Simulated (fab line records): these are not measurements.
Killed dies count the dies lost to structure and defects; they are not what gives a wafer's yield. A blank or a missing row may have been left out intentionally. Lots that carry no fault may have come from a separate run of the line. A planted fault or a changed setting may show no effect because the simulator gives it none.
Split-lot experiment / flow n5Finfet / route with 1938 steps; 7 lots, 21 wafers read

ABOUT THE SPLIT
At N5_BEOL_M1_ETCH_74 (etches underlayer in N2/H2, target depth 6.5 nm, time 5.2 s), the setting biasW was moved away from the recipe's 150 W on 7 of the 21 wafers read, by -9.2% to +13.0%. For the rest of the wafers, this setting stayed at what the recipe calls for.

The reading is taken at the split's own step.

THE READING
rfVppV, in V, at N5_BEOL_M1_ETCH_74 (etches underlayer in N2/H2, target depth 6.5 nm, time 5.2 s). Typical for fault-free wafers on this fab line: 523.7 V, with standard deviation 2.7 V.

wafer=L075.2; tool, chamber at the split=rieDiel-03, 1; biasW as run, W=168.3; against the recipe=+12.2%; rfVppV, V=562.7; against lot-mates on the recipe=+37.6
wafer=L075.3; tool, chamber at the split=rieDiel-03, 2; biasW as run, W=150; against the recipe=recipe; rfVppV, V=525.1; against lot-mates on the recipe=-
wafer=L075.6; tool, chamber at the split=rieDiel-03, 1; biasW as run, W=168.3; against the recipe=+12.2%; rfVppV, V=563.2; against lot-mates on the recipe=+38.1
wafer=L078.2; tool, chamber at the split=rieDiel-01, 2; biasW as run, W=136.2; against the recipe=-9.2%; rfVppV, V=489.6; against lot-mates on the recipe=-31.7
wafer=L078.3; tool, chamber at the split=rieDiel-01, 1; biasW as run, W=150; against the recipe=recipe; rfVppV, V=521.3; against lot-mates on the recipe=-
wafer=L078.6; tool, chamber at the split=rieDiel-01, 2; biasW as run, W=136.2; against the recipe=-9.2%; rfVppV, V=491.5; against lot-mates on the recipe=-29.8
wafer=L079.2; tool, chamber at the split=rieDiel-04, 3; biasW as run, W=142.2; against the recipe=-5.2%; rfVppV, V=505.2; against lot-mates on the recipe=-18.1
wafer=L079.5; tool, chamber at the split=rieDiel-04, 1; biasW as run, W=150; against the recipe=recipe; rfVppV, V=523.3; against lot-mates on the recipe=-
wafer=L079.6; tool, chamber at the split=rieDiel-04, 2; biasW as run, W=142.2; against the recipe=-5.2%; rfVppV, V=503.7; against lot-mates on the recipe=-19.6
wafer=L082.1; tool, chamber at the split=rieDiel-01, 1; biasW as run, W=150; against the recipe=recipe; rfVppV, V=522.5; against lot-mates on the recipe=-
wafer=L082.5; tool, chamber at the split=rieDiel-01, 1; biasW as run, W=150; against the recipe=recipe; rfVppV, V=520.2; against lot-mates on the recipe=-
wafer=L082.6; tool, chamber at the split=rieDiel-01, 3; biasW as run, W=150; against the recipe=recipe; rfVppV, V=526.0; against lot-mates on the recipe=-
wafer=L083.1; tool, chamber at the split=rieDiel-04, 2; biasW as run, W=150; against the recipe=recipe; rfVppV, V=521.0; against lot-mates on the recipe=-
wafer=L083.4; tool, chamber at the split=rieDiel-04, 3; biasW as run, W=150; against the recipe=recipe; rfVppV, V=524.2; against lot-mates on the recipe=-
wafer=L083.6; tool, chamber at the split=rieDiel-04, 0; biasW as run, W=150; against the recipe=recipe; rfVppV, V=527.1; against lot-mates on the recipe=-
wafer=L087.1; tool, chamber at the split=rieDiel-03, 3; biasW as run, W=169.5; against the recipe=+13.0%; rfVppV, V=564.5; against lot-mates on the recipe=+38.0
wafer=L087.4; tool, chamber at the split=rieDiel-03, 1; biasW as run, W=150; against the recipe=recipe; rfVppV, V=524.1; against lot-mates on the recipe=-
wafer=L087.5; tool, chamber at the split=rieDiel-03, 0; biasW as run, W=150; against the recipe=recipe; rfVppV, V=528.9; against lot-mates on the recipe=-
wafer=L088.2; tool, chamber at the split=rieDiel-03, 1; biasW as run, W=150; against the recipe=recipe; rfVppV, V=524.1; against lot-mates on the recipe=-
wafer=L088.5; tool, chamber at the split=rieDiel-03, 1; biasW as run, W=150; against the recipe=recipe; rfVppV, V=523.4; against lot-mates on the recipe=-
wafer=L088.6; tool, chamber at the split=rieDiel-03, 2; biasW as run, W=150; against the recipe=recipe; rfVppV, V=522.9; against lot-mates on the recipe=-

FIT RESULTS
A straight line over all 21 wafers: rfVppV changes by +3.34 V for each +1% of biasW; r = +0.99; the points scatter about the line by 2.3 V.
The same after taking each lot's own level away (the mean of its wafers on the recipe; 21 wafers): +3.17 V for each +1%; r = +0.99; scatter 1.9 V.
The reading moves by 41 V for the largest change in biasW, on that fit.
The span of the lots' own levels, 521.30 to 526.50 V, comes to 1.9 times the standard deviation stated above.
The two slopes agree, so the slope changes little with the lot-to-lot level.
Check: with one of the wafers moved furthest among these (+13.0%) left out of the fit, the line predicts +41.5 V for it against its lot-mates. It came out at +38 V against them.
Tool readings at the split's step, against how far the setting was moved: rfVppV r = +0.99.

THESE WAFERS: OTHER SPLITS
Other splits were also applied to these wafers ahead of the reading. Each is held against what the fit with the lots' levels taken away leaves over:
other split on the same wafers=N5_MOL_CONTACT_COAG_CVD_140 targetThkA; wafers away from the commonest value=8; r with rfVppV (lot level and that fit taken away)=-0.24
other split on the same wafers=N5_BEOL_M0_SAQP_ILD_DEP_01 timeS; wafers away from the commonest value=8; r with rfVppV (lot level and that fit taken away)=+0.04
other split on the same wafers=N5_BEOL_M0_SAQP_COAT_08 spinRpm; wafers away from the commonest value=13; r with rfVppV (lot level and that fit taken away)=-0.21
other split on the same wafers=N5_BEOL_M1_COAT_05 spinRpm; wafers away from the commonest value=5; r with rfVppV (lot level and that fit taken away)=-0.04

THE FILE'S OWN FIT
rfVppV changes by +3.11 V for each +1% of biasW, r = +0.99.
